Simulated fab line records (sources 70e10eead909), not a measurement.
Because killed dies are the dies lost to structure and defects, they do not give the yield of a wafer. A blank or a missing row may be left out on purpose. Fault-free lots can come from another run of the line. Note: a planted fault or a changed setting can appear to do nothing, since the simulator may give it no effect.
One fault seen from 3 desks | flow nand-harc | each desk holds nothing but its own numbers, with what lay behind them at the end

TOOL OWNER'S DESK, litho-track-05
The tool's own readings at NHARC_P_ZERO_WELL_SOFTBAKE_06 (time 70 s): means of the sampled wafers that have a number, for each lot that ran on this tool. A lot is out of limits, marked OUT, if its mean lies more than 4 standard deviations from the usual mean; the brackets give that distance.
Columns: A = heater-power-total-W at NHARC_P_ZERO_WELL_SOFTBAKE_06, usual 201.0 W
lot  | first seen here | A
L983 | day 2 16:00     | 201.7
L985 | day 3 12:00     | 225.8 (+19) OUT
L987 | day 4 08:00     | 224.4 (+18) OUT
L988 | day 4 18:00     | 224.8 (+18) OUT
L994 | day 7 06:00     | 200.7
L100 | day 9 18:00     | 200.9
L101 | day 10 04:00    | 201.9
L103 | day 11 00:00    | 201.5
This desk's finding: out of limits on L985, L987, L988; first on L985, day 3 12:00 (heater-power-total-W at NHARC_P_ZERO_WELL_SOFTBAKE_06). In limits: L983, L994, L100, L101, L103.

THE DEFECT DESK
What the inspections along the route counted, lot by lot: means of the sampled wafers that have a number. A lot is out of limits, marked OUT, if its mean lies more than 4 standard deviations from the usual mean; the brackets give that distance.
Columns: A = raw-defect-count at NHARC_P_STI_INSPECT_11, usual 5.0
lot  | first seen here | A
L983 | day 3 17:25     | 6.7
L985 | day 4 12:43     | 6.0
L987 | day 5 10:47     | 8.3
L988 | day 5 18:34     | 7.3
L994 | day 8 07:56     | 2.0
L995 | day 8 14:13     | 5.3
L996 | day 9 01:04     | 4.3
L997 | day 9 10:11     | 2.7
L998 | day 9 22:28     | 4.3
L999 | day 10 06:27    | 5.0
L100 | day 10 16:54    | 4.3
L101 | day 11 05:43    | 4.7
L103 | day 12 03:56    | 4.3
This desk found nothing out of limits on any of the 13 lots.

AT THE METROLOGY DESK
Lot by lot, what the gauges showed, no matter which tool ran the lot: averages of those sampled wafers that carry a number. A lot is out of limits, marked OUT, if its mean lies more than 4 standard deviations from the usual mean; the brackets give that distance.
Columns: A = cd-nm at NHARC_P_ZERO_WELL_CD_MEAS_24, usual 719.7 nm
lot  | first seen here | A
L983 | day 2 18:43     | 720.4
L985 | day 3 14:47     | 717.9
L987 | day 4 10:34     | 719.0
L988 | day 4 20:19     | 720.5
L994 | day 7 08:49     | 718.7
L995 | day 7 18:31     | 720.1
L996 | day 8 04:37     | 720.3
L997 | day 8 14:35     | 718.2
L998 | day 9 00:28     | 719.0
L999 | day 9 10:37     | 719.9
L100 | day 9 20:22     | 719.7
L101 | day 10 06:43    | 718.8
L103 | day 11 02:28    | 720.7
This desk found nothing out of limits on any of the 13 lots.

ALL TOGETHER
An alarm could have come from the tool owner's desk at day 3 12:00, on L985, L987, L988.
Nothing out of limits was seen by the defect desk.
Nothing out of limits was seen by the metrology desk.
The defect desk has L985, L987, L988 on record, within its limits.
The metrology desk has L985, L987, L988 on record, within its limits.
On litho-track-05, each named lot ran NHARC_P_ZERO_WELL_SOFTBAKE_06.

WHAT WAS PUT IN BY THE SIMULATOR
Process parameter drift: litho-track-05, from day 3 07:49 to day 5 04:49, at NHARC_P_ZERO_WELL_SOFTBAKE_06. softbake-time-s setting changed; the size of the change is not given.
Lots struck among those shown: L985, L987, L988.
Hours from the fault's start to each desk's first reading out of limits: the tool owner's desk, 4.
